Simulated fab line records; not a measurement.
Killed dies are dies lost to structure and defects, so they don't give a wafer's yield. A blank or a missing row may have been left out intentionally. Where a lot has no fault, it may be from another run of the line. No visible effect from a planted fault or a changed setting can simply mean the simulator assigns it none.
The tool behind it: which one? ; flow n5_finfet ; 36 wafers from 12 lots sampled at 4 of the route's 1938 steps

== WHAT THE GAUGES READ, wafer by wafer ==
The record lacks any reading of a measuring or inspecting step that a usual standard deviation could be used to judge.

== TOOL THAT RAN EACH LOT (tool first, then ch and the chambers of the sampled wafers, then the start) ==
lot;N5_BEOL_M0_SPUTTER_141;N5_PASSIVATION_PRE_CLEAN_19;N5_PASSIVATION_ETCH_59;N5_PASSIVATION_PROBE_49
L416;pvd_sputter-03, day 6 09:05;pvd_sputter-01, day 13 22:46;rie_metal-01 ch 0,1, day 14 02:31;-
L418;pvd_sputter-02, day 6 12:11;pvd_sputter-02, day 13 22:49;rie_metal-03 ch 0, day 14 02:34;-
L420;pvd_sputter-01, day 7 09:31;pvd_sputter-03, day 14 13:54;rie_metal-01 ch 0,1, day 14 15:16;-
L421;pvd_sputter-03, day 7 13:38;pvd_sputter-03, day 14 15:04;rie_metal-02 ch 0,1, day 14 16:23;-
L422;pvd_sputter-02, day 7 20:33;pvd_sputter-01, day 15 10:52;rie_metal-03 ch 0,1, day 15 12:11;prober-02, day 15 16:43
L424;pvd_sputter-01, day 8 00:52;pvd_sputter-03, day 14 19:53;rie_metal-02 ch 1, day 14 21:52;-
L425;pvd_sputter-03, day 8 09:48;pvd_sputter-02, day 15 13:37;rie_metal-02 ch 1, day 15 14:56;prober-01, day 15 19:17
L426;pvd_sputter-03, day 8 12:51;pvd_sputter-01, day 15 20:47;rie_metal-03 ch 0,1, day 15 21:58;prober-02, day 16 02:29
L427;pvd_sputter-03, day 8 19:53;pvd_sputter-01, day 15 21:07;rie_metal-02 ch 0,1, day 15 22:26;prober-01, day 16 02:58
L430;pvd_sputter-01, day 9 10:04;pvd_sputter-03, day 16 18:46;rie_metal-03 ch 0,1, day 16 20:06;-
L435;pvd_sputter-02, day 10 21:17;pvd_sputter-02, day 18 06:52;rie_metal-03 ch 0,1, day 18 08:20;-
L439;pvd_sputter-03, day 12 05:21;pvd_sputter-02, day 19 20:04;rie_metal-02 ch 0,1, day 19 21:37;prober-01, day 20 03:07
- N5_BEOL_M0_SPUTTER_141: material Cu, target thk 4 nm, time 7.37 s.
- N5_PASSIVATION_PRE_CLEAN_19
- N5_PASSIVATION_ETCH_59: etches TaN in Cl2/BCl3, target depth 65 nm, time 34.9 s.
- N5_PASSIVATION_PROBE_49

== WHAT THE TOOLS THEMSELVES READ (means of the sampled wafers that have a number; where no wafer has one, the mark that the record gives instead) ==
N5_BEOL_M0_SPUTTER_141. Usual: susceptor_temp_C -19.98 C, standard deviation 0.1; throttle_valve_pct 30.6 %, standard deviation 1.
lot;tool;susceptor_temp_C (C);throttle_valve_pct (%);flag
L416;pvd_sputter-03;-19.90;29.8;
L418;pvd_sputter-02;-20.16;31.8;
L420;pvd_sputter-01;-20.02;31.3;
L421;pvd_sputter-03;-19.97;31.0;
L422;pvd_sputter-02;-19.95;31.8;
L424;pvd_sputter-01;-19.86;30.0;
L425;pvd_sputter-03;-19.96;30.4;
L426;pvd_sputter-03;-19.93;30.6;
L427;pvd_sputter-03;-20.03;30.4;
L430;pvd_sputter-01;-20.03;30.3;
L435;pvd_sputter-02;-19.85;30.6;
L439;pvd_sputter-03;-20.01;30.5;

N5_PASSIVATION_PRE_CLEAN_19. Usual: heater_power_w 475 W, standard deviation 64.
lot;tool;heater_power_w (W);flag
L416;pvd_sputter-01;373;
L418;pvd_sputter-02;500;
L420;pvd_sputter-03;465;
L421;pvd_sputter-03;467;
L422;pvd_sputter-01;429;
L424;pvd_sputter-03;452;
L425;pvd_sputter-02;544;
L426;pvd_sputter-01;424;
L427;pvd_sputter-01;431;
L430;pvd_sputter-03;446;
L435;pvd_sputter-02;477;
L439;pvd_sputter-02;493;

N5_PASSIVATION_ETCH_59. Usual: drypump_motor_current_A 5.7 A, standard deviation 0.47; oes_product_au 0.82 a.u., standard deviation 0.065; throttle_valve_pct 20.96 %, standard deviation 0.21.
lot;tool;drypump_motor_current_A (A);oes_product_au (a.u.);throttle_valve_pct (%);flag
L416;rie_metal-01;5.7;0.96;20.71;
L418;rie_metal-03;6.4;0.80;21.26;
L420;rie_metal-01;5.7;0.94;20.74;
L421;rie_metal-02;5.6;0.76;20.92;
L422;rie_metal-03;6.1;0.82;21.13;
L424;rie_metal-02;5.8;0.74;20.79;
L425;rie_metal-02;5.7;0.73;20.80;
L426;rie_metal-03;6.1;0.81;21.11;
L427;rie_metal-02;5.6;0.75;20.92;
L430;rie_metal-03;6.1;0.80;21.14;
L435;rie_metal-03;5.8;0.81;21.01;
L439;rie_metal-02;5.6;0.73;20.95;

N5_PASSIVATION_PROBE_49. Usual: defect_limited_yield 91.1 %, standard deviation 1.4; killed_at_M0_to_M3 36, standard deviation 11; killed_at_M4_up 14, standard deviation 5.2; killed_at_contacts 12, standard deviation 6.1; killed_at_front_end 40, standard deviation 12; killed_at_other 3.2, standard deviation 2.5; killed_dies 105, standard deviation 16; killed_on_rim 14, standard deviation 4.4; killed_open 68, standard deviation 12; killed_short 35, standard deviation 8.7; sort_bin_5_function 5.2 %, standard deviation 0.89; sort_bin_6_memory 3.3 %, standard deviation 0.66; sort_n_pass 1074, standard deviation 16; sort_yield_pct 91.1 %, standard deviation 1.4.
lot;tool;defect_limited_yield (%);killed_at_M0_to_M3;killed_at_M4_up;killed_at_contacts;killed_at_front_end;killed_at_other;killed_dies;killed_on_rim;killed_open;killed_short;sort_bin_5_function (%);sort_bin_6_memory (%);sort_n_pass;sort_yield_pct (%);flag
L422;prober-02;90.9;37;14;15;39;3.0;107;13;70;34;5.1;3.5;1073;90.9;
L425;prober-01;93.1;15;11;10;42;3.5;82;10;46;29;4.2;2.0;1098;93.1;
L426;prober-02;92.3;33;11;11;29;7.0;91;6;57;30;4.7;2.6;1089;92.3;
L427;prober-01;88.2;56;16;19;45;3.3;140;18;64;35;6.9;3.7;1040;88.2;
L439;prober-01;90.0;31;11;16;60;1.3;118;15;74;41;5.7;3.8;1062;90.0;

== THE ANSWER, worked out from the rows above alone ==
Rule: a lot counts as off when the mean over its wafers that have a number is more than 3 standard deviations away from the usual mean. A lot without any number at a reading at which 4 lots or more have one is off too. Any other lot the step has rows for is counted as sound. Order of review: gauges by route order, followed by the tools' own readings, for which a lot's mean as printed above is used. At the first step where some lot is off, the reading lying furthest off is the one used; lots without a number count as furthest.
No lot is off at any reading shown: from this, nothing can be told.

== WHAT THE SIMULATOR HAD PUT IN ==
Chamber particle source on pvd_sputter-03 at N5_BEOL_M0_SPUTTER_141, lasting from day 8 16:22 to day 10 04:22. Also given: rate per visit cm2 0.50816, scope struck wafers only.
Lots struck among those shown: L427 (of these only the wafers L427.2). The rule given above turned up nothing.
